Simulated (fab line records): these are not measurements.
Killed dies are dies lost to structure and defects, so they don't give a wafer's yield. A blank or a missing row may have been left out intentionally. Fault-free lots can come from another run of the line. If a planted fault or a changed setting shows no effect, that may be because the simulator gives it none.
Matching of chambers | flow n5-finfet | N5_BEOL_M9_PECVD_70 on pecvd-03: 3 sister chambers
The step deposits SiO2 from TEOS/O2, target thk 20 nm, time 22.7 s. 14 wafers are shown with their chamber, then 7 later ones without.

EACH WAFER AND ITS CHAMBER
wafer  | chamber | showerhead-plenum-p-Torr (Torr) | throttle-valve-pct (%) | heater-power-w (W)
L076.3 | 0       | 8.88                            | 21.0                   | 619
L076.4 | 0       | 8.89                            | 21.5                   | 627
L076.5 | 1       | 8.67                            | 21.1                   | 676
L084.1 | 0       | 8.86                            | 21.4                   | 647
L084.3 | 2       | 8.79                            | 22.8                   | 794
L084.4 | 2       | 8.78                            | 22.4                   | 772
L087.2 | 1       | 8.69                            | 21.0                   | 586
L087.4 | 2       | 8.77                            | 22.6                   | 741
L087.6 | 1       | 8.70                            | 20.9                   | 576
L089.1 | 2       | 8.76                            | 22.8                   | 801
L089.4 | 2       | 8.79                            | 22.6                   | 815
L089.6 | 0       | 8.89                            | 21.3                   | 570
L091.3 | 1       | 8.69                            | 21.1                   | 688
L091.4 | 2       | 8.77                            | 22.9                   | 781

SIGNATURES, as means of the wafers listed above
reading                  | chamber 0 | chamber 1 | chamber 2 | scatter within a chamber
showerhead-plenum-p-Torr | 8.8800    | 8.6875    | 8.7767    | 0.0128
throttle-valve-pct       | 21.300    | 21.025    | 22.683    | 0.175
heater-power-w           | 615.75    | 631.50    | 784.00    | 39.2
Rule: for each reading, subtract the chamber's mean from the wafer's reading, divide by that reading's scatter and square the result; add these up over the readings and take the root, which gives the wafer's distance from the chamber. The wafer belongs to the nearest chamber; if the next one is less than 2 further off, it can't be placed. How the scatter is found: for the shown wafers, subtract from each reading the mean of its chamber, square and add these, divide the total by (wafers less chambers), then take the root.

WAFERS WITHOUT THEIR CHAMBER
wafer  | showerhead-plenum-p-Torr (Torr) | throttle-valve-pct (%) | heater-power-w (W)
L091.6 | 8.68                            | 20.9                   | 689
L092.1 | 8.87                            | 21.3                   | 636
L092.3 | 8.78                            | 22.8                   | 771
L092.4 | 8.76                            | 22.7                   | 796
L097.2 | 8.75                            | 22.9                   | 773
L097.5 | 8.77                            | 22.8                   | 775
L097.6 | 8.90                            | 21.2                   | 633

EACH ONE'S CHAMBER
wafer  | from the rows above | in truth
L091.6 | 1                   | 1
L092.1 | 0                   | 0
L092.3 | 2                   | 2
L092.4 | 2                   | 2
L097.2 | 2                   | 2
L097.5 | 2                   | 2
L097.6 | 0                   | 0
Correctly placed: 7 of 7. Number that these rows cannot place: 0. 0 placed wrongly.
